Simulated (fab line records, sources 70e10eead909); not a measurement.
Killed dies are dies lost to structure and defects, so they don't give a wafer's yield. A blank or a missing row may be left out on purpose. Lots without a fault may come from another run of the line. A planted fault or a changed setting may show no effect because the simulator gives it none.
Problem report in the 8D (eight disciplines) form, filled by code | flow nand_harc | the parts of the form that need people (team, actions taken, sign-off) are left out

1. THE PROBLEM
oes_product_au at NHARC_A_STAIRCASE_TRIM_198 reads a mean of 1.187 a.u. on 2 wafers of 2 lots; wafers without a fault read 1.002 a.u. with a standard deviation of 0.014. That is +13 standard deviations from the usual mean.
The step: chemistry O2, time 211.2 s.
First seen on wafer L539.5, day 14 12:59, on rie_diel-11. The record holds 36 wafers of 12 lots with a number at this step. Rule for "out", or "out of limits": more than 4 standard deviations from the usual mean. The other wafers with a number count as sound.

2. WHAT IT IS AND WHAT IT IS NOT
question                    | is                | is not
which readings at this step | oes_product_au    | drypump_motor_current_A, rf_vpp_V, showerhead_plenum_p_Torr, throttle_valve_pct
which lots                  | L539, L545        | L526, L527, L528, L530, L532, L533, L536, L540, L548, L549
which wafers of those lots  | L539.5, L545.5    | L539.3, L539.4, L545.3, L545.6
read on which tools         | rie_diel-11       | rie_diel-10, rie_diel-13
when                        | from day 14 12:59 | up to then (26 sound wafers); but 8 sound wafers of L545, L548, L549 came after

3. SUSPECTS, AND WHAT RULES EACH OUT
Counting: a tool at a process step up to the reading stays a suspect if it ran every lot that is out. Sound lots after the first of them don't rule it out here, since some wafers of a struck lot are sound.
- rie_diel-11 at NHARC_A_STAIRCASE_ETCH_23 (etches the open film in C4F8/O2, target depth 100 nm, time 40.5 s): kept. It ran every lot that is out, first L539 (day 14 12:59); its last sound lot up to then is L540 (day 14 06:37). NHARC_A_STAIRCASE_ETCH_23 gives no start for some lots, so the hours and the order of its lots are those of NHARC_A_STAIRCASE_TRIM_198.
- rie_diel-11 at NHARC_A_STAIRCASE_ETCH_197 (etches the open film in C4F8/O2, target depth 100 nm, time 40.5 s): kept. It ran every lot that is out, first L539 (day 14 12:59); its last sound lot up to then is L540 (day 14 06:37). NHARC_A_STAIRCASE_ETCH_197 gives no start for some lots, so the hours and the order of its lots are those of NHARC_A_STAIRCASE_TRIM_198.
- rie_diel-11 at NHARC_A_STAIRCASE_TRIM_198 (chemistry O2, time 211.2 s): kept. It ran every lot that is out, first L539 (day 14 12:59); its last sound lot up to then is L540 (day 14 06:37). Its own readings are out on those wafers: oes_product_au.
Left after counting: rie_diel-11 at NHARC_A_STAIRCASE_ETCH_23, rie_diel-11 at NHARC_A_STAIRCASE_ETCH_197, rie_diel-11 at NHARC_A_STAIRCASE_TRIM_198.

4. THE CAUSE (what the simulator had put in)
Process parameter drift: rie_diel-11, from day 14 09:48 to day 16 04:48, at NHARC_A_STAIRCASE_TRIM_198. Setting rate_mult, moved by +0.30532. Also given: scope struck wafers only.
Counting left 3 suspects, and this tool is among them.

5. THE CHAIN OF EFFECTS, in route order
Each row: a reading whose mean over the struck wafers that have a number lies more than 3 standard deviations from the usual. Only readings for which the record gives a usual standard deviation are gone through. hours: the time from each lot's start at the first step in this table that gives one to its start at this step, as a median over the lots. sigmas: the change in usual standard deviations.
hours | step                       | reading        | usual      | on struck wafers | change | sigmas
0     | NHARC_A_STAIRCASE_TRIM_198 | oes_product_au | 1.002 a.u. | 1.187            | +0.185 | +13
The process steps in it:
- NHARC_A_STAIRCASE_TRIM_198: chemistry O2, time 211.2 s.
Later measuring or inspecting steps at which every struck wafer that the step has a row for has a number for every such reading, and none has moved that far: NHARC_END_SORT_01.

6. WHAT WOULD HAVE CAUGHT IT SOONER
In this record the first reading out of limits was taken at day 14 12:59, 3 hours after the fault began at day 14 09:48.
